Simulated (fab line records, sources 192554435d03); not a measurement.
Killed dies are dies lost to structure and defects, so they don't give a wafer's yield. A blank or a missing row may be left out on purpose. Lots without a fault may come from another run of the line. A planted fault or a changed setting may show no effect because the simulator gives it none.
fab line records | flow n5_finfet | part 2 of 2: steps 4 to 6 of 6
record lots=22 wafers=66 last_day=18
route steps=1938 shown MOL_CONTACT_COAG@560 BEOL_M0_SAQP@637
lots that met no fault: from a run of the same line without faults
start_h: hours from the record's first day to the start of the lot's first wafer shown | wait_h: hours since the lot's step before | " the same as in the row above | L1.1+2: a row that stands for several wafers | - no value, or no start given | * or withheld: withheld | < > ~ a bound
route shown NAME@n: a module of which the file shows steps, and the number in the route of the first | usual: mean/standard deviation of fault-free wafers | same: alike in all rows | chamber/n: place in a boat | sites: the reading at each site | _std_site: their standard deviation | _edge_site: outer sites' mean less inner sites' | radius_mm: how far each site lies from the wafer's centre | mask NAME#n: copy n | behind: the tool/chamber that last shaped the wafer | hold: why the lot was held/for how many hours/how that ended | device: the transistor (n, p or np) that didn't switch | end of line: the same wafers' tests at the end of the route | a step without rows: its recipe alone | killed: dies lost to structure and defects at the first sort, not the wafer's yield | map: a wafer's dies, x killed, . not, _ none there
set.NAME: the setting as run; set.NAME@STEP: as run at that earlier step | model.NAME: the simulator's own value behind a step, which no gauge read
steps of the route over a sample of lots; a table a step, a row a wafer
services: from which hour (start_h, from the record's first day; less than 0 if before it) a tool's chamber was out of use, for how many hours, and why
## steps
# step N5_MOL_CONTACT_COAG_DESCUM_45
# recipe chemistry=O2 time_s=7 source_power_w=50 bias_power_w=20 pressure_mtorr=20 rf_frequency_hz=2.712e+07 temp_c=40 resist=CAR-EUV o2_flow_sccm=225
# usual drypump_motor_current_A=5.8/0.42 oes_product_au=0.79/0.082 rf_vpp_V=243.2/1.2 showerhead_plenum_p_Torr=2.10/0.066 throttle_valve_pct=20.55/0.27
# columns lot.wafer tool chamber start_h wait_h drypump_motor_current_A oes_product_au rf_hours_counter_h rf_vpp_V showerhead_plenum_p_Torr throttle_valve_pct
L074.3 rie_diel-02 3 100.10 0.0 5.9 0.99 2 242.5 2.07 20.46
L074.4 " 1 " " 5.9 0.78 112 241.6 2.01 20.31
L074.6 " 1 " " 5.9 0.78 - 241.6 2.01 20.32
L075.1 rie_diel-01 0 108.91 0.0 6.3 0.69 213 242.4 1.99 20.86
L075.3 " 1 " " 6.6 0.70 232 244.3 2.17 20.26
L075.5 " 2 " " 5.7 0.78 - 245.3 2.21 21.02
L076.1 rie_diel-05 1 117.26 0.1 4.8 0.71 185 243.2 2.18 20.93
L076.4 " 3 " " 5.6 0.70 210 243.9 2.16 20.31
L076.6 " 1 " " 4.7 0.71 - 244.3 2.18 20.94
L077.3 rie_diel-01 0 119.20 0.0 6.3 0.69 216 242.0 1.99 20.86
L077.4 " 3 " " 5.7 0.77 150 241.6 2.08 20.41
L077.6 " 1 " " 6.5 0.70 - 244.5 2.17 20.29
L078.2 rie_diel-02 0 128.31 0.1 5.3 0.76 173 243.3 2.09 20.79
L078.3 " 3 " " 5.9 0.94 11 242.5 2.07 20.45
L078.6 " 2 " " 5.7 0.83 - 244.8 2.12 20.48
L079.1 rie_diel-05 1 130.98 0.0 4.8 0.69 189 244.1 2.18 20.94
L079.4 " 2 " " 5.8 0.72 187 244.3 2.08 20.39
L079.6 " 1 " " 4.8 0.70 - 243.1 2.18 20.94
L081.3 rie_diel-02 0 145.64 0.0 5.3 0.76 179 242.9 2.09 20.81
L081.5 " 0 " " 5.3 0.75 - 243.9 2.09 20.80
L081.6 " 1 " " 5.9 0.76 - 242.5 2.00 20.33
L082.2 rie_diel-02 3 152.11 0.0 5.9 0.91 20 243.2 2.07 20.48
L082.4 " 1 " " 5.9 0.76 129 242.9 2.00 20.34
L082.5 " 0 " " 5.3 0.75 - 242.7 2.09 20.81
L083.1 rie_diel-02 1 159.09 0.0 5.8 0.75 132 241.7 2.00 20.34
L083.4 " 0 " " 5.3 0.75 184 242.4 2.09 20.83
L083.6 " 3 " " 5.9 0.91 - 242.8 2.06 20.48
L084.1 rie_diel-02 1 167.86 0.2 5.9 0.76 134 241.5 2.00 20.33
L084.4 " 2 " " 5.7 0.80 94 244.5 2.12 20.50
L084.6 " 1 " " 5.9 0.76 - 241.8 2.00 20.34
L085.1 rie_diel-02 2 173.54 0.1 5.7 0.80 96 244.0 2.12 20.48
L085.2 " 0 " " 5.3 0.75 189 242.8 2.08 20.82
L085.3 " 3 " " 5.9 0.91 27 243.4 2.06 20.48
L086.2 rie_diel-02 0 178.16 0.0 5.3 0.75 191 243.7 2.08 20.83
L086.3 " 2 " " 5.8 0.81 97 244.3 2.12 20.50
L086.4 " 1 " " 5.9 0.76 138 241.4 2.00 20.35
L087.1 rie_diel-05 2 183.04 0.0 5.9 0.71 205 243.1 2.07 20.42
L087.3 " 0 " " 6.4 0.75 165 242.2 2.01 20.48
L087.5 " 1 " " 4.7 0.69 - 245.6 2.17 20.98
L088.1 rie_diel-02 2 192.29 0.3 5.8 0.80 102 244.1 2.12 20.50
L088.4 " 3 " " 5.9 0.89 34 242.8 2.06 20.50
L088.5 " 3 " " 5.9 0.89 - 243.0 2.06 20.51
L089.1 rie_diel-02 2 193.60 0.0 5.8 0.80 102 243.3 2.12 20.50
L089.5 " 2 " " 5.8 0.80 - 241.9 2.12 20.50
L089.6 " 3 " " 5.9 0.89 - 242.9 2.06 20.50
L090.1 rie_diel-05 1 200.44 0.0 4.7 0.68 214 244.9 2.17 21.00
L090.3 " 0 " " 6.4 0.74 171 242.3 2.01 20.51
L090.6 " 2 " " 5.9 0.70 - 242.8 2.07 20.42
L091.1 rie_diel-02 1 201.76 0.0 5.9 0.74 145 242.2 2.00 20.36
L091.2 " 3 " " 5.9 0.89 36 242.8 2.06 20.51
L091.4 " 0 " " 5.3 0.74 199 243.0 2.08 20.84
L092.1 rie_diel-01 2 208.74 0.3 5.7 0.75 189 244.5 2.20 21.10
L092.2 " 1 " " 6.5 0.93 5 243.3 2.16 19.95
L092.3 " 1 " " 6.5 0.93 - 243.7 2.16 19.95
L094.3 rie_diel-05 3 220.74 0.0 5.6 0.68 244 244.9 2.14 20.36
L094.4 " 2 " " 5.9 0.70 218 242.9 2.07 20.43
L094.6 " 3 " " 5.7 0.68 - 243.7 2.14 20.37
L095.2 rie_diel-01 3 227.29 0.0 5.7 0.73 189 242.3 2.07 20.45
L095.5 " 1 " " 6.5 0.90 - 244.7 2.16 19.97
L095.6 " 2 " " 5.7 0.74 - 243.8 2.19 21.10
L096.3 rie_diel-01 0 234.24 0.0 6.3 0.98 7 245.4 2.24 20.60
L096.5 " 1 " " 6.6 0.90 - 245.3 2.16 19.98
L096.6 " 0 " " 6.3 0.97 - 247.1 2.24 20.61
L097.2 rie_diel-02 3 241.15 0.0 5.9 0.87 55 241.9 2.05 20.53
L097.3 " 1 " " 5.9 0.73 164 242.3 1.99 20.37
L097.5 " 0 " " 5.3 0.73 - 242.8 2.08 20.86
# step N5_MOL_CONTACT_COAG_STRIP_49
# recipe chemistry=N2/H2 time_s=30 power_w=1000 temp_c=250 pressure_mtorr=withheld n2_flow_sccm=1750 h2_flow_sccm=3250
# usual drypump_motor_current_A=6.26/0.27 heater_power_w=312/20 n2_flow_sccm=1750/5.3
# columns lot.wafer tool chamber start_h wait_h drypump_motor_current_A heater_power_w n2_flow_sccm rf_hours_counter_h
L074.3 plasma_asher-01 0 101.02 - 6.48 298 1751 -
L074.4 " 1 " " 6.50 323 1745 -
L074.6 " 1 " " 6.50 325 1744 -
L075.1 plasma_asher-02 0 109.59 - 5.99 334 1752 94
L075.3 " 1 " " 5.94 293 1747 -
L075.5 " 0 " " 6.03 334 1745 -
L076.1 plasma_asher-01 1 118.66 - 6.50 316 1749 48
L076.4 " 1 " " 6.50 320 1745 -
L076.6 " 1 " " 6.50 320 1746 -
L077.3 plasma_asher-01 0 119.90 - 6.52 298 1754 -
L077.4 " 1 " " 6.52 328 1753 -
L077.6 " 0 " " 6.50 300 1753 -
L078.2 plasma_asher-01 0 129.03 - 6.51 297 1745 50
L078.3 " 1 " " 6.51 325 1759 -
L078.6 " 0 " " 6.52 296 1740 -
L079.1 plasma_asher-01 0 131.82 - 6.52 288 1755 51
L079.4 " 0 " " 6.50 304 1749 -
L079.6 " 0 " " 6.50 295 1754 -
L081.3 plasma_asher-01 1 146.45 - 6.49 320 1744 -
L081.5 " 0 " " 6.51 293 1743 -
L081.6 " 1 " " 6.50 330 1742 -
L082.2 plasma_asher-02 0 152.81 - 6.01 340 1753 102
L082.4 " 1 " " 5.97 292 1745 -
L082.5 " 1 " " 5.94 282 1741 -
L083.1 plasma_asher-02 0 159.76 - 6.01 343 1750 104
L083.4 " 0 " " 6.03 343 1747 -
L083.6 " 0 " " 5.98 337 1754 -
L084.1 plasma_asher-02 0 168.54 - 5.98 329 1745 106
L084.4 " 0 " " 5.96 344 1748 -
L084.6 " 0 " " 6.00 343 1747 -
L085.1 plasma_asher-01 0 174.48 - 6.48 296 1753 59
L085.2 " 1 " " 6.51 321 1746 59
L085.3 " 1 " " 6.50 315 1749 -
L086.2 plasma_asher-01 1 179.16 - 6.51 330 1744 61
L086.3 " 1 " " 6.52 317 1758 -
L086.4 " 0 " " 6.49 298 1752 -
L087.1 plasma_asher-01 1 184.25 - 6.50 330 1750 61
L087.3 " 0 " " 6.50 300 1753 -
L087.5 " 1 " " 6.50 319 1756 -
L088.1 plasma_asher-02 1 192.96 - 5.94 280 1759 110
L088.4 " 0 " " 5.98 334 1740 -
L088.5 " 0 " " 6.00 344 1749 -
L089.1 plasma_asher-01 1 194.53 - 6.49 320 1755 64
L089.5 " 1 " " 6.50 327 1751 -
L089.6 " 0 " " 6.49 292 1744 -
L090.1 plasma_asher-02 0 201.23 - 5.99 337 1743 112
L090.3 " 1 " " 5.94 289 1749 -
L090.6 " 1 " " 5.95 295 1749 -
L091.1 plasma_asher-02 1 202.43 - 5.93 297 1741 112
L091.2 " 0 " " 5.97 331 1748 112
L091.4 " 0 " " 5.98 339 1736 -
L092.1 plasma_asher-02 1 209.74 - 5.95 287 1742 114
L092.2 " 0 " " 6.01 347 1750 114
L092.3 " 0 " " 5.95 335 1758 -
L094.3 plasma_asher-01 0 221.67 - 6.50 298 1749 -
L094.4 " 1 " " 6.50 321 1749 -
L094.6 " 1 " " 6.49 323 1751 -
L095.2 plasma_asher-01 0 227.96 - 6.52 301 1758 70
L095.5 " 0 " " 6.47 296 1754 -
L095.6 " 1 " " 6.53 322 1762 -
L096.3 plasma_asher-02 0 235.13 - 6.00 347 1746 -
L096.5 " 1 " " 5.93 292 1744 -
L096.6 " 0 " " 6.00 347 1752 -
L097.2 plasma_asher-02 0 242.59 - 5.99 345 1752 120
L097.3 " 0 " " 6.00 341 1756 -
L097.5 " 1 " " 5.94 297 1749 -
# step N5_BEOL_M0_SAQP_PECVD_97
# recipe material=SiNx target_thk_a=230 temp_c=350 precursor=SiH4/NH3/N2 pressure_torr=1.5 rf_w=300 time_s=19.9
# usual heater_power_w=555/88 showerhead_plenum_p_Torr=5.11/0.058 throttle_valve_pct=40/3.1
# columns lot.wafer tool chamber start_h wait_h heater_power_w showerhead_plenum_p_Torr throttle_valve_pct
L074.3 pecvd-03 2 107.59 0.0 542 5.08 36
L074.4 " 1 " " 455 4.99 41
L074.6 " 0 " " 600 5.11 49
L075.1 pecvd-03 2 116.75 0.1 575 5.08 36
L075.3 " 2 " " 597 5.10 36
L075.5 " 2 " " 594 5.08 36
L076.1 pecvd-03 2 123.56 0.1 587 5.07 36
L076.4 " 2 " " 600 5.07 36
L076.6 " 2 " " 599 5.08 36
L077.3 pecvd-03 2 127.25 0.1 646 5.07 36
L077.4 " 2 " " 645 5.08 36
L077.6 " 2 " " 631 5.06 35
L078.2 pecvd-04 1 135.32 0.0 453 5.13 40
L078.3 " 1 " " 455 5.14 40
L078.6 " 0 " " 520 5.12 39
L079.1 pecvd-03 2 136.90 0.0 630 5.08 36
L079.4 " 2 " " 623 5.08 36
L079.6 " 2 " " 622 5.08 36
L081.3 pecvd-03 1 152.84 0.0 516 4.99 41
L081.5 " 2 " " 638 5.07 36
L081.6 " 1 " " 497 4.99 41
L082.2 pecvd-02 1 157.97 0.0 594 5.15 39
L082.4 " 2 " " 660 5.19 37
L082.5 " 1 " " 589 5.18 39
L083.1 pecvd-04 2 168.07 0.0 762 5.01 42
L083.4 " 2 " " 739 5.04 42
L083.6 " 1 " " 488 5.13 40
L084.1 pecvd-02 1 173.42 0.0 533 5.15 39
L084.4 " 2 " " 632 5.20 37
L084.6 " 0 " " 449 5.25 36
L085.1 pecvd-03 2 180.35 0.0 598 5.08 36
L085.2 " 0 " " 586 5.11 49
L085.3 " 1 " " 470 5.00 42
L086.2 pecvd-04 2 184.67 0.0 717 5.03 42
L086.3 " 0 " " 515 5.11 39
L086.4 " 1 " " 445 5.14 40
L087.1 pecvd-04 2 189.80 0.0 774 5.04 42
L087.3 " 2 " " 739 5.02 42
L087.5 " 1 " " 477 5.15 40
L088.1 pecvd-04 0 199.79 0.0 546 5.10 40
L088.4 " 1 " " 474 5.14 40
L088.5 " 0 " " 532 5.11 39
L089.1 pecvd-04 1 200.69 0.0 469 5.14 40
L089.5 " 2 " " 646 5.03 42
L089.6 " 0 " " 507 5.11 40
L090.1 pecvd-02 0 206.14 0.0 396 5.26 37
L090.3 " 2 " " 690 5.19 37
L090.6 " 0 " " 398 5.26 37
L091.1 pecvd-04 0 209.35 0.0 509 5.12 39
L091.2 " 1 " " 446 5.14 40
L091.4 " 1 " " 436 5.14 40
L092.1 pecvd-04 0 215.46 0.0 540 5.11 40
L092.2 " 1 " " 489 5.14 40
L092.3 " 0 " " 535 5.12 40
L094.3 pecvd-04 0 229.44 0.0 519 5.11 40
L094.4 " 1 " " 495 5.13 40
L094.6 " 0 " " 504 5.11 40
L095.2 pecvd-04 1 233.38 0.0 429 5.14 40
L095.5 " 1 " " 430 5.15 40
L095.6 " 0 " " 517 5.12 40
L096.3 pecvd-04 2 240.67 0.0 608 5.01 39
L096.5 " 0 " " 565 5.11 39
L096.6 " 1 " " 467 5.13 40
L097.2 pecvd-04 1 249.21 0.0 478 5.15 40
L097.3 " 0 " " 543 5.12 39
L097.5 " 0 " " 540 5.11 40
## services
# columns tool chamber start_h hours kind
pecvd-03 1 109.72 28.8 repair
pecvd-03 0 115.04 14.0 repair
pecvd-03 - 119.02 1.2 repair
pecvd-02 - 130.40 5.5 pm
cmp-03 - 131.93 4.0 pm
rie_diel-05 3 132.65 7.5 repair
rie_diel-01 1 135.00 12.9 repair
cmp-04 - 153.06 6.5 repair
pecvd-04 1 156.71 4.8 repair
pecvd-02 - 177.81 12.4 repair
pecvd-03 2 180.79 5.7 repair
cmp-04 - 191.48 0.5 repair
rie_diel-02 - 195.71 3.6 repair
plasma_asher-01 - 198.90 6.2 repair
rie_diel-05 0 203.48 8.1 repair
rie_diel-02 2 205.00 27.5 repair
plasma_asher-01 - 213.22 2.8 pm
plasma_asher-02 - 220.87 2.8 pm
rie_diel-02 0 226.35 10.5 repair
rie_diel-02 3 241.86 46.0 repair
pecvd-03 - 242.55 1.7 repair
pecvd-03 - 247.71 5.3 repair
cmp-02 - 248.06 0.8 repair
cmp-04 - 248.72 3.4 repair
